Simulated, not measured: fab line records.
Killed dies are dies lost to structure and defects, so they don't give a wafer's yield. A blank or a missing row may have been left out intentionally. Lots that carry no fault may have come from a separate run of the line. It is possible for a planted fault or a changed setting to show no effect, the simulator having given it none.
Matching of chambers	flow nand harc	NHARC_P_CONTACT_ALD_22 on ald metal-04 has 4 sister chambers
The step deposits TiN, target thk 3 nm, pulse time 1 s, ald cycles 150. 18 wafers are shown with their chamber, then 9 later ones without.

## WAFERS WITH THEIR CHAMBER
wafer	chamber	heater power w (W)	precursor pulse height rel
L076.2	3	1031	0.981
L076.3	0	1136	0.976
L076.5	1	1224	1.022
L077.1	3	1043	0.991
L077.3	1	1223	0.978
L077.5	1	1200	0.986
L080.1	1	1210	1.014
L080.5	3	1050	0.961
L080.6	0	1114	1.002
L082.3	3	1058	0.997
L082.4	1	1203	0.969
L082.6	0	1107	1.008
L085.1	1	1213	1.010
L085.3	0	1151	1.004
L085.5	3	1060	1.011
L084.2	2	1078	0.990
L084.3	3	1065	1.016
L084.4	1	1220	1.008

SIGNATURES, as means of the wafers listed above
reading	chamber 0	chamber 1	chamber 2	chamber 3	scatter within a chamber
heater power w	1127.00	1213.29	1078.00	1051.17	13.5
precursor pulse height rel	0.99750	0.99814	0.99000	0.99283	0.0192
Rule: distance of a wafer from a chamber = root of the sum over the readings of ((wafer's reading minus chamber's mean) / reading's scatter) squared. The wafer belongs to the nearest chamber; if the next one is less than 2 further off, it can't be placed. The scatter is the square root of a quotient: the sum, over the shown wafers, of each reading's squared deviation from its chamber's mean, divided by wafers minus chambers.

## WAFERS WHOSE CHAMBER IS MISSING
wafer	heater power w (W)	precursor pulse height rel
L089.3	1026	0.981
L089.4	1062	0.992
L089.5	1242	1.040
L090.1	1139	0.955
L090.2	1062	1.010
L090.3	1040	0.985
L091.4	1059	0.970
L091.5	1206	0.998
L091.6	1137	0.997

## WHICH CHAMBER EACH ONE RAN IN
wafer	from the rows above	in truth
L089.3	can't be placed: 3 or 2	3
L089.4	can't be placed: 3 or 2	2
L089.5	1	1
L090.1	0	0
L090.2	can't be placed: 3 or 2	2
L090.3	can't be placed: 3 or 2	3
L091.4	can't be placed: 3 or 2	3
L091.5	1	1
L091.6	0	0
Correct placement for 4 of the 9. From these rows, 5 cannot be placed; in 5 the true chamber is one of the candidates. 0 placed wrongly.
